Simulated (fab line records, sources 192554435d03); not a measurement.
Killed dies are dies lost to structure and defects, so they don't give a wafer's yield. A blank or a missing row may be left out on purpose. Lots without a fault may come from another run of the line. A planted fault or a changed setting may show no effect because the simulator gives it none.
A struck lot beside a sound one | flow n5_finfet | 44 steps out of a route of 1938
Sound: wafers L253.1, L253.2, L253.5. Struck: wafer L264.4. (L264.3 of the same lot was not struck and is left out.) The cause comes at the end.
At each step with rows: each side's tool, then ch and its chambers, then its first start. Under that, the readings that differ: sound wafers | struck wafers | difference of the means | sigmas: that difference in standard deviations of wafers without a fault.
alike: readings whose means differ by less than 2 such deviations, and words and numbers that are the same on both sides. not compared: withheld readings, readings that some wafer has no value for, bounds like >300 that may hide the same value, and numbers for which the record gives no deviation and whose values overlap.
The two part at a step that has a row with sigmas, a row that says differs or no value, or rows on one side only. Numbers that don't overlap but have no deviation are shown without sigmas and don't part them. A reading that every wafer of one side lacks parts them only if that side has two wafers or more.

N5_WELL_APT_CD_MEAS_25: target cd 200 nm.
  sound on cd_sem-01 ch 0, day 2 21:00; struck on cd_sem-03 ch 0, day 5 15:15
  alike: cd_nm
N5_WELL_APT_OVL_MEAS_26:
  sound on overlay-01 ch 0, day 2 21:02; struck on overlay-01 ch 0, day 5 15:17
  alike: PWELL_OVL
N5_WELL_APT_INSPECT_27: inspects for defects (macro).
  sound on defect_inspect-02, day 2 21:03; struck on defect_inspect-02, day 5 15:19
  alike: raw_defect_count
N5_WELL_APT_DESCUM_30: chemistry O2, time 7.9 s.
  sound on rie_diel-02 ch 0,2,3, day 2 21:05; struck on rie_diel-04 ch 2, day 5 15:22
  alike: drypump_motor_current_A, oes_product_au, rf_vpp_V, showerhead_plenum_p_Torr, throttle_valve_pct
  not compared: rf_hours_counter_h
then, 8 steps without rows for these wafers: N5_WELL_APT_IMPLANT_31; N5_WELL_APT_IMPLANT_32; N5_WELL_APT_STRIP_33 (strips in SPM, time 900 s); N5_WELL_APT_RTA_34 (time 10 s); N5_WELL_APT_OXIDE_STRIP_42 (strips SiO2 in dHF, time 45 s, target depth 12 nm); N5_WELL_APT_PRECLEAN_36 (cleans in O3/DIW, time 45 s); N5_WELL_APT_PRECLEAN_39 (cleans in dHF, time 60 s); N5_WELL_APT_SRD_37 (time 30 s).
N5_WELL_APT_EPI_41: deposits Si from SiH4/H2, target thk 50 nm, time 297.7 s.
  sound on epi_rpcvd-03 ch 0, day 2 22:11; struck on epi_rpcvd-03 ch 0, day 5 16:54
  reading                                 | sound             | struck | difference | sigmas
  model.Si_of_WELL_APT_EPI_41.thk_nm (nm) | 49.76 49.43 49.25 | 40.01  | -9.47      |
  alike: susceptor_temp_C, throttle_valve_pct
N5_WELL_APT_INSPECT_38: inspects for defects (darkfield).
  sound on defect_inspect-02, day 2 22:50; struck on defect_inspect-02, day 5 17:28
  alike: raw_defect_count
then, 8 steps without rows for these wafers: N5_PMOS_HMC_CHANNEL_EPI_HM_DEP_34 (deposits SiO2 from TEOS/O2, target thk 36 nm, time 6.9 s); N5_PMOS_HMC_CHANNEL_EPI_COAT_31 (time 60 s, resist thk 66 nm); N5_PMOS_HMC_CHANNEL_EPI_COAT_03 (resist thk 205 nm); N5_PMOS_HMC_CHANNEL_EPI_EBR_05; N5_PMOS_HMC_CHANNEL_EPI_SOFTBAKE_04 (time 60 s); N5_PMOS_HMC_CHANNEL_EPI_EXPOSE_06 (exposes mask PMOS HMC BLK, target cd 240 nm); N5_PMOS_HMC_CHANNEL_EPI_PEB_07 (peb time 60 s); N5_PMOS_HMC_CHANNEL_EPI_DEVELOP_08 (develop time 30 s).
N5_PMOS_HMC_CHANNEL_EPI_CD_MEAS_09: target cd 237.4 nm.
  sound on cd_sem-01 ch 0, day 2 23:10; struck on cd_sem-03 ch 0, day 5 17:47
  alike: cd_nm
N5_PMOS_HMC_CHANNEL_EPI_OVL_MEAS_10:
  sound on overlay-02 ch 0, day 2 23:11; struck on overlay-01 ch 0, day 5 17:49
  alike: PMOS_HMC_BLK_OVL
N5_PMOS_HMC_CHANNEL_EPI_INSPECT_11: inspects for defects (macro).
  sound on defect_inspect-02, day 2 23:13; struck on defect_inspect-02, day 5 17:50
  reading          | sound | struck | difference | sigmas
  raw_defect_count | 5 4 4 | 1      | -3         | -2
then, 2 steps without rows for these wafers: N5_PMOS_HMC_CHANNEL_EPI_DESCUM_14 (chemistry O2, time 7.9 s); N5_PMOS_HMC_CHANNEL_EPI_ETCH_32 (etches BARC in N2/H2, stops on SiO2, target depth 85.8 nm, time 50.3 s).
N5_PMOS_HMC_CHANNEL_EPI_HM_OPEN_15: chemistry CHF3/O2, target SiO2, target depth 40.6 nm, time 20.3 s.
  sound on rie_diel-01 ch 1,2,3, day 2 23:20; struck on rie_diel-06 ch 0, day 5 17:58
  reading                     | sound             | struck | difference | sigmas
  drypump_motor_current_A (A) | 5.7 6.3 6.4       | 4.9    | -1.2       | -3
  throttle_valve_pct (%)      | 18.77 18.46 18.69 | 19.49  | +0.85      | +3
  alike: CHF3_flow_sccm, oes_product_au, rf_vpp_V, showerhead_plenum_p_Torr
  not compared: rf_hours_counter_h
N5_PMOS_HMC_CHANNEL_EPI_STRIP_33: strips in N2/H2.
  sound on rie_diel-01 ch 1,2,3, day 2 23:23; struck on rie_diel-06 ch 0, day 5 18:01
  reading                     | sound          | struck | difference | sigmas
  drypump_motor_current_A (A) | 5.7 6.3 6.4    | 4.9    | -1.2       | -3
  throttle_valve_pct (%)      | 18.9 18.1 18.5 | 19.3   | +0.8       | +2
  alike: oes_product_au, rf_vpp_V, showerhead_plenum_p_Torr
  not compared: rf_hours_counter_h
then, 1 step without rows for these wafers: N5_PMOS_HMC_CHANNEL_EPI_STRIP_17 (strips in SPM, time 750 s).
N5_PMOS_HMC_CHANNEL_EPI_ETCH_38: etches SiO2 in CF4, target depth 1.5 nm.
  sound on rie_si-01 ch 0,1, day 2 23:41; struck on rie_si-05 ch 1, day 5 18:20
  alike: drypump_motor_current_A, oes_product_au, throttle_valve_pct
  not compared: rf_hours_counter_h
then, 7 steps without rows for these wafers: N5_PMOS_HMC_CHANNEL_EPI_FIN_RECESS_16 (chemistry HBr/Cl2, target Si, target depth 54 nm, time 18 s); N5_PMOS_HMC_CHANNEL_EPI_PRECLEAN_36 (cleans in O3/DIW, time 45 s); N5_PMOS_HMC_CHANNEL_EPI_PRECLEAN_18 (cleans in DHF, time 30 s); N5_PMOS_HMC_CHANNEL_EPI_SRD_19 (time 30 s); N5_PMOS_HMC_CHANNEL_EPI_EPI_20 (deposits SiGe30, target thk 59 nm); N5_PMOS_HMC_CHANNEL_EPI_HM_STRIP_35 (strips SiO2 in dHF, material SiO2, target depth 39.6 nm, time 216 s); N5_PMOS_HMC_CHANNEL_EPI_SRD_39 (time 30 s).
N5_PMOS_HMC_CHANNEL_EPI_CMP_21: polishes SiGe30, target thk 54 nm.
  sound on cmp-01 ch 1,2,3, day 3 01:17; struck on cmp-04 ch 0, day 5 19:52
  alike: edge_zone_pressure_frac, motor_current_A, retaining_ring_pressure_frac
N5_PMOS_HMC_CHANNEL_EPI_THK_MEAS_22:
  sound on film_metro-02, day 3 01:32; struck on film_metro-02, day 5 20:09
  reading          | sound          | struck | difference | sigmas
  HMC_CMP_THK (nm) | 51.9 53.6 53.1 | 55.6   | +2.7       | +2
then, 2 steps without rows for these wafers: N5_PMOS_HMC_CHANNEL_EPI_PRECLEAN_40 (cleans in DHF, time 30 s); N5_PMOS_HMC_CHANNEL_EPI_PRECLEAN_37 (cleans in O3/DIW, time 45 s).
N5_SD_EPI_N_STRIP_18: strips in SPM, time 750 s.
  sound on wet_bench-03 ch 0,2,4, day 4 11:46; struck on wet_bench-04 ch 4, day 7 08:00
  reading                                 | sound             | struck | difference | sigmas
  bath_guard_temp_C (C)                   | 130.4 130.2 130.3 | 129.1  | -1.2       | -2
  model.Si_of_WELL_APT_EPI_41.thk_nm (nm) | 8 7.6 5.8         | 5      | -2         |
-- the record jumps here: 10 days lie between the struck wafers' starts before and after (it left off in module SD_EPI_N and takes up again in module PASSIVATION, whose first step shown is number 1936 of the route) --
N5_PASSIVATION_PROBE_49:
  the record has rows for the struck wafers here (prober-02, day 17 05:09) and none for the sound ones

WHERE THEY PART
First at N5_PMOS_HMC_CHANNEL_EPI_INSPECT_11; last, within this record, at N5_PASSIVATION_PROBE_49.

WHY: what the simulator had put in
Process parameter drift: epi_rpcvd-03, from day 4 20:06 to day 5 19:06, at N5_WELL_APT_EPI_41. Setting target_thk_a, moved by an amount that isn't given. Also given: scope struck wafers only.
